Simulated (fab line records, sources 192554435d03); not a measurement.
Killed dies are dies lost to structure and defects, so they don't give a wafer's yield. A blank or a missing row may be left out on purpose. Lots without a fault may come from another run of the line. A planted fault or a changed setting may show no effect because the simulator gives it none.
Chamber matching | flow n5_finfet | N5_BEOL_M1_STRIP_19 on rie_diel-05: 4 sister chambers
The step strips in O2. 18 wafers are shown with their chamber, then 9 later ones without.

WAFERS WITH THEIR CHAMBER
wafer  | chamber | showerhead_plenum_p_Torr (Torr) | drypump_motor_current_A (A) | throttle_valve_pct (%)
L080.2 | 3       | 2.01                            | 6.00                        | 16.85
L080.4 | 0       | 2.07                            | 5.82                        | 17.11
L080.5 | 1       | 2.08                            | 5.68                        | 16.79
L081.1 | 2       | 2.24                            | 5.79                        | 16.78
L081.5 | 0       | 2.07                            | 5.81                        | 17.10
L081.6 | 3       | 2.01                            | 5.99                        | 16.86
L083.2 | 2       | 2.23                            | 5.81                        | 16.78
L083.4 | 1       | 2.08                            | 5.67                        | 16.77
L083.6 | 0       | 2.07                            | 5.82                        | 17.11
L085.2 | 2       | 2.23                            | 5.83                        | 16.80
L085.3 | 3       | 2.01                            | 6.01                        | 16.85
L085.6 | 2       | 2.23                            | 5.83                        | 16.79
L089.1 | 3       | 2.01                            | 6.00                        | 16.87
L089.3 | 2       | 2.23                            | 5.80                        | 16.82
L089.4 | 2       | 2.23                            | 5.83                        | 16.80
L092.1 | 0       | 2.07                            | 5.80                        | 17.13
L092.2 | 2       | 2.23                            | 5.83                        | 16.82
L092.5 | 0       | 2.07                            | 5.81                        | 17.15

SIGNATURES (means of the wafers above)
reading                  | chamber 0 | chamber 1 | chamber 2 | chamber 3 | scatter within a chamber
showerhead_plenum_p_Torr | 2.0700    | 2.0800    | 2.2314    | 2.0100    | 0.00247
drypump_motor_current_A  | 5.8120    | 5.6750    | 5.8171    | 6.0000    | 0.0127
throttle_valve_pct       | 17.1200   | 16.7800   | 16.7986   | 16.8575   | 0.0164
Rule: a wafer's distance from a chamber is the root of the sum, over the readings, of the square of ((its reading less the chamber's mean) divided by the reading's scatter). The wafer belongs to the nearest chamber; if the next one is less than 2 further off, it can't be placed. The scatter: the root of (the sum of the squares of (reading less its chamber's mean) over the shown wafers, divided by (wafers less chambers)).

WAFERS WITHOUT THEIR CHAMBER
wafer  | showerhead_plenum_p_Torr (Torr) | drypump_motor_current_A (A) | throttle_valve_pct (%)
L094.2 | 2.06                            | 5.82                        | 17.15
L094.3 | 2.22                            | 5.82                        | 16.82
L094.6 | 2.00                            | 6.01                        | 16.91
L096.1 | 2.22                            | 5.84                        | 16.83
L096.4 | 2.22                            | 5.84                        | 16.84
L096.5 | 2.00                            | 6.00                        | 16.92
L097.2 | 2.07                            | 5.67                        | 16.37
L097.4 | 2.22                            | 5.82                        | 16.83
L097.5 | 2.07                            | 5.67                        | 16.36

WHICH CHAMBER EACH WENT THROUGH
wafer  | from the rows above | in truth
L094.2 | 0                   | 0
L094.3 | 2                   | 2
L094.6 | 3                   | 3
L096.1 | 2                   | 2
L096.4 | 2                   | 2
L096.5 | 3                   | 3
L097.2 | 1                   | 1
L097.4 | 2                   | 2
L097.5 | 1                   | 1
Placed correctly: 9 of 9. Can't be placed from these rows: 0. Placed wrongly: 0.
